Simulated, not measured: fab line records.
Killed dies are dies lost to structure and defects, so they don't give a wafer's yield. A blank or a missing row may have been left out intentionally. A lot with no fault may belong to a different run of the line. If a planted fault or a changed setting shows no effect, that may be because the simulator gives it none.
Split-lot experiment :: flow n5_finfet :: 7 lots, 21 wafers read, on a route of 1938 steps

THE SPLIT ITSELF
At N5_BEOL_M6_EXPOSE_25 (exposes mask V5, target cd 40 nm), the setting dose_mj was moved away from the recipe's 45 on 9 of the 21 wafers read, by -6.8% to +5.3%. For the rest of the wafers, this setting stayed at what the recipe calls for.

FROM THE SPLIT TO THE READING: what the file shows between them, 2 steps
- N5_BEOL_M6_PEB_26: peb time 60 s
- N5_BEOL_M6_DEVELOP_27: develop time 30 s

THE READING
cd_nm (nm) at N5_BEOL_M6_CD_MEAS_28, where the cd target is 40 nm. A value of 40.06 nm with a standard deviation of 0.26 nm is what fault-free wafers of this fab line usually give.

wafer: L075.1
tool, chamber at the split: euv_scanner-02, 0
dose_mj as run: 45
against the recipe: recipe
cd_nm, nm: 40.08
against lot-mates on the recipe: -

wafer: L075.4
tool, chamber at the split: euv_scanner-02, 0
dose_mj as run: 41.96
against the recipe: -6.8%
cd_nm, nm: 38.66
against lot-mates on the recipe: -1.58

wafer: L075.5
tool, chamber at the split: euv_scanner-02, 0
dose_mj as run: 45
against the recipe: recipe
cd_nm, nm: 40.40
against lot-mates on the recipe: -

wafer: L083.3
tool, chamber at the split: euv_scanner-01, 0
dose_mj as run: 45.92
against the recipe: +2.0%
cd_nm, nm: 40.69
against lot-mates on the recipe: +0.55

wafer: L083.5
tool, chamber at the split: euv_scanner-01, 0
dose_mj as run: 45
against the recipe: recipe
cd_nm, nm: 40.14
against lot-mates on the recipe: -

wafer: L083.6
tool, chamber at the split: euv_scanner-01, 0
dose_mj as run: 45.92
against the recipe: +2.0%
cd_nm, nm: 40.62
against lot-mates on the recipe: +0.48

wafer: L080.1
tool, chamber at the split: euv_scanner-02, 0
dose_mj as run: 45
against the recipe: recipe
cd_nm, nm: 40.18
against lot-mates on the recipe: -

wafer: L080.3
tool, chamber at the split: euv_scanner-02, 0
dose_mj as run: 46.7
against the recipe: +3.8%
cd_nm, nm: 41.27
against lot-mates on the recipe: +0.89

wafer: L080.5
tool, chamber at the split: euv_scanner-02, 0
dose_mj as run: 45
against the recipe: recipe
cd_nm, nm: 40.58
against lot-mates on the recipe: -

wafer: L084.1
tool, chamber at the split: euv_scanner-01, 0
dose_mj as run: 47.37
against the recipe: +5.3%
cd_nm, nm: 41.38
against lot-mates on the recipe: no lot-mate on the recipe

wafer: L084.2
tool, chamber at the split: euv_scanner-01, 0
dose_mj as run: 47.37
against the recipe: +5.3%
cd_nm, nm: 40.99
against lot-mates on the recipe: no lot-mate on the recipe

wafer: L084.3
tool, chamber at the split: euv_scanner-01, 0
dose_mj as run: 47.37
against the recipe: +5.3%
cd_nm, nm: 41.88
against lot-mates on the recipe: no lot-mate on the recipe

wafer: L090.3
tool, chamber at the split: euv_scanner-02, 0
dose_mj as run: 45
against the recipe: recipe
cd_nm, nm: 40.02
against lot-mates on the recipe: -

wafer: L090.4
tool, chamber at the split: euv_scanner-02, 0
dose_mj as run: 45
against the recipe: recipe
cd_nm, nm: 39.74
against lot-mates on the recipe: -

wafer: L090.6
tool, chamber at the split: euv_scanner-02, 0
dose_mj as run: 45
against the recipe: recipe
cd_nm, nm: 40.04
against lot-mates on the recipe: -

wafer: L088.1
tool, chamber at the split: euv_scanner-01, 0
dose_mj as run: 44.15
against the recipe: -1.9%
cd_nm, nm: 39.71
against lot-mates on the recipe: +0.05

wafer: L088.3
tool, chamber at the split: euv_scanner-01, 0
dose_mj as run: 45
against the recipe: recipe
cd_nm, nm: 39.66
against lot-mates on the recipe: -

wafer: L088.4
tool, chamber at the split: euv_scanner-01, 0
dose_mj as run: 44.15
against the recipe: -1.9%
cd_nm, nm: 39.33
against lot-mates on the recipe: -0.33

wafer: L093.1
tool, chamber at the split: euv_scanner-02, 0
dose_mj as run: 45
against the recipe: recipe
cd_nm, nm: 39.97
against lot-mates on the recipe: -

wafer: L093.3
tool, chamber at the split: euv_scanner-02, 0
dose_mj as run: 45
against the recipe: recipe
cd_nm, nm: 40.29
against lot-mates on the recipe: -

wafer: L093.6
tool, chamber at the split: euv_scanner-02, 0
dose_mj as run: 45
against the recipe: recipe
cd_nm, nm: 40.19
against lot-mates on the recipe: -

FIT RESULTS
A straight line over all 21 wafers: cd_nm changes by +0.247 nm for each +1% of dose_mj; r = +0.93; the points scatter about the line by 0.26 nm.
The same after taking each lot's own level away (the mean of its wafers on the recipe; 18 wafers): +0.222 nm for each +1%; r = +0.94; scatter 0.17 nm.
Per that fit: largest dose_mj move, reading shift of 1.5 nm.
From 39.660 to 40.380 nm: that is the span of the lots' own levels, equal to 2.8 times the standard deviation above.
Hence the slope depends on the lot-to-lot level, as the two fits are not the same.
Check: -1.27 nm against its lot-mates is what the line predicts for one of the wafers moved furthest among these (-6.8%) when that wafer is left out of the fit. Against them it came out at -1.58 nm.

THE OTHER SPLITS THESE WAFERS WENT THROUGH
Note: prior to the reading, these wafers also went through further splits. Each is held against what the fit with the lots' levels taken away leaves over:
other split on the same wafers: N5_BEOL_M5_ETCH_72 source_w
wafers away from the commonest value: 10
r with cd_nm (lot level and that fit taken away): -0.09

THE WHOLE CHAIN: every reading that the file lists as answering this split, in the file's order
step: N5_BEOL_M6_CD_MEAS_28
what it does: target cd 40 nm
reading: cd_nm
change (the file's fit): +0.227 nm for each +1% of the setting
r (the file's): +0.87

step: N5_BEOL_M6_DESCUM_33
what it does: chemistry O2, time 7 s
reading: BEOL_M6.cd_nm (the simulator's own value, which no gauge read)
change (the file's fit): +0.236 nm for each +1% of the setting
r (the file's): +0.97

step: N5_BEOL_M6_ETCH_72
what it does: etches underlayer in N2/H2, target depth 6.5 nm, time 5.2 s
reading: BEOL_M6.cd_nm (the simulator's own value, which no gauge read)
change (the file's fit): +0.202 nm for each +1% of the setting
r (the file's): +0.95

step: N5_BEOL_M6_ETCH_65
what it does: etches SiARC in CF4, target depth 15.6 nm, time 26 s
reading: BEOL_M6.cd_nm (the simulator's own value, which no gauge read)
change (the file's fit): +0.22 nm for each +1% of the setting
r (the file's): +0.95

FILE'S OWN FIT
cd_nm changes by +0.227 nm for each +1% of dose_mj, r = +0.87.
